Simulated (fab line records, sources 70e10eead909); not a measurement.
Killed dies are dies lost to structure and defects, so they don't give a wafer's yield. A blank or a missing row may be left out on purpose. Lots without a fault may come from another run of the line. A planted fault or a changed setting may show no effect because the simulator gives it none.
Chamber matching | flow nand_harc | NHARC_A_STAIRCASE_DEP_280 on pecvd-04: 3 sister chambers
The step deposits SiON, target thk 30 nm. 20 wafers are shown with their chamber, then 10 later ones without.

WAFERS WITH THEIR CHAMBER
wafer  | chamber | heater_power_w (W)
L076.1 | 1       | 673
L076.2 | 0       | 639
L076.4 | 1       | 677
L078.1 | 0       | 670
L078.3 | 2       | 664
L078.4 | 2       | 676
L079.1 | 0       | 667
L079.2 | 1       | 784
L079.3 | 2       | 732
L083.2 | 2       | 796
L083.3 | 0       | 665
L083.6 | 2       | 805
L084.3 | 0       | 674
L084.5 | 1       | 744
L084.6 | 2       | 788
L087.3 | 2       | 798
L087.5 | 1       | 767
L087.6 | 0       | 632
L089.1 | 2       | 750
L089.4 | 2       | 764

SIGNATURES (means of the wafers above)
reading        | chamber 0 | chamber 1 | chamber 2 | scatter within a chamber
heater_power_w | 657.83    | 729.00    | 752.56    | 44.9
Rule: a wafer's distance from a chamber is the root of the sum, over the readings, of the square of ((its reading less the chamber's mean) divided by the reading's scatter). The wafer belongs to the nearest chamber; if the next one is less than 2 further off, it can't be placed. The scatter: the root of (the sum of the squares of (reading less its chamber's mean) over the shown wafers, divided by (wafers less chambers)).

WAFERS WITHOUT THEIR CHAMBER
wafer  | heater_power_w (W)
L089.5 | 674
L090.2 | 654
L090.3 | 671
L090.6 | 767
L091.3 | 813
L091.4 | 784
L091.5 | 703
L097.2 | 684
L097.3 | 675
L097.6 | 794

WHICH CHAMBER EACH WENT THROUGH
wafer  | from the rows above          | in truth
L089.5 | can't be placed: 0 or 1 or 2 | 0
L090.2 | can't be placed: 0 or 1      | 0
L090.3 | can't be placed: 0 or 1 or 2 | 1
L090.6 | can't be placed: 2 or 1      | 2
L091.3 | can't be placed: 2 or 1      | 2
L091.4 | can't be placed: 2 or 1      | 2
L091.5 | can't be placed: 1 or 0 or 2 | 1
L097.2 | can't be placed: 0 or 1 or 2 | 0
L097.3 | can't be placed: 0 or 1 or 2 | 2
L097.6 | can't be placed: 2 or 1      | 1
Placed correctly: 0 of 10. Can't be placed from these rows: 10 (the true chamber is among the candidates in 10). Placed wrongly: 0.
